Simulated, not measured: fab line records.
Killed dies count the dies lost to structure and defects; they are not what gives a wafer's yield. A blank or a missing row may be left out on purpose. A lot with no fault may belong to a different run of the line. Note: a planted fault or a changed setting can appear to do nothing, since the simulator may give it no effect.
Chamber matching | flow n5Finfet | N5_HKMG_FIN_STRIP_34 on rieDiel-01 has 4 sister chambers
The step strips in CF4. 20 wafers are shown with their chamber, then 10 later ones without.

WAFERS PAIRED WITH THEIR CHAMBERS
wafer  | chamber | showerheadPlenumPTorr (Torr) | drypumpMotorCurrentA (A) | throttleValvePct (%)
L075.1 | 0       | 1.69                         | 6.1                      | 13.74
L075.4 | 3       | 1.84                         | 5.7                      | 13.86
L075.6 | 2       | 1.82                         | 5.2                      | 13.15
L077.4 | 2       | 1.82                         | 5.2                      | 13.16
L077.5 | 1       | 1.91                         | 5.7                      | 13.60
L077.6 | 2       | 1.82                         | 5.2                      | 13.13
L078.2 | 0       | 1.68                         | 6.0                      | 13.75
L078.4 | 2       | 1.82                         | 5.2                      | 13.17
L078.5 | 3       | 1.83                         | 5.7                      | 13.87
L083.1 | 2       | 1.82                         | 5.2                      | 13.18
L083.3 | 3       | 1.83                         | 5.7                      | 13.93
L083.4 | 0       | 1.68                         | 6.0                      | 13.78
L084.1 | 3       | 1.83                         | 5.7                      | 13.91
L084.4 | 0       | 1.68                         | 6.0                      | 13.78
L084.6 | 3       | 1.83                         | 5.7                      | 13.91
L086.3 | 2       | 1.81                         | 5.2                      | 13.21
L086.4 | 3       | 1.83                         | 5.7                      | 13.94
L086.6 | 3       | 1.83                         | 5.7                      | 13.91
L087.2 | 2       | 1.81                         | 5.2                      | 13.21
L087.3 | 0       | 1.68                         | 6.1                      | 13.79

SIGNATURES (means of the wafers above)
reading               | chamber 0 | chamber 1 | chamber 2 | chamber 3 | scatter within a chamber
showerheadPlenumPTorr | 1.6820    | 1.9100    | 1.8171    | 1.8314    | 0.00439
drypumpMotorCurrentA  | 6.040     | 5.700     | 5.200     | 5.700     | 0.0274
throttleValvePct      | 13.7680   | 13.6000   | 13.1729   | 13.9043   | 0.0278
Rule: for a wafer and a chamber, the distance is found by dividing, reading by reading, the gap between the wafer's reading and the chamber's mean by the reading's scatter, squaring, summing and taking the root. If the next closest chamber is less than 2 further off than the closest, the wafer can't be placed; otherwise it belongs to the closest. The scatter: take each reading less its chamber's mean, square it, sum over the shown wafers, divide by the number of wafers less the number of chambers, and take the root.

WAFERS WITHOUT THEIR CHAMBER
wafer  | showerheadPlenumPTorr (Torr) | drypumpMotorCurrentA (A) | throttleValvePct (%)
L087.4 | 1.83                         | 5.7                      | 13.93
L089.2 | 1.90                         | 5.7                      | 13.65
L089.4 | 1.68                         | 6.0                      | 13.80
L089.5 | 1.90                         | 5.7                      | 13.66
L091.1 | 1.68                         | 6.1                      | 13.82
L091.5 | 1.82                         | 5.7                      | 13.95
L091.6 | 1.68                         | 6.0                      | 13.84
L093.2 | 1.82                         | 5.7                      | 13.95
L093.4 | 1.81                         | 5.2                      | 13.24
L093.6 | 1.67                         | 6.1                      | 13.85

WHICH CHAMBER EACH WENT THROUGH
wafer  | from the rows above | in truth
L087.4 | 3                   | 3
L089.2 | 1                   | 1
L089.4 | 0                   | 0
L089.5 | 1                   | 1
L091.1 | 0                   | 0
L091.5 | 3                   | 3
L091.6 | 0                   | 0
L093.2 | 3                   | 3
L093.4 | 2                   | 2
L093.6 | 0                   | 0
Correctly placed: 10 of 10. Not placeable from these rows: 0. Placed wrongly: 0.
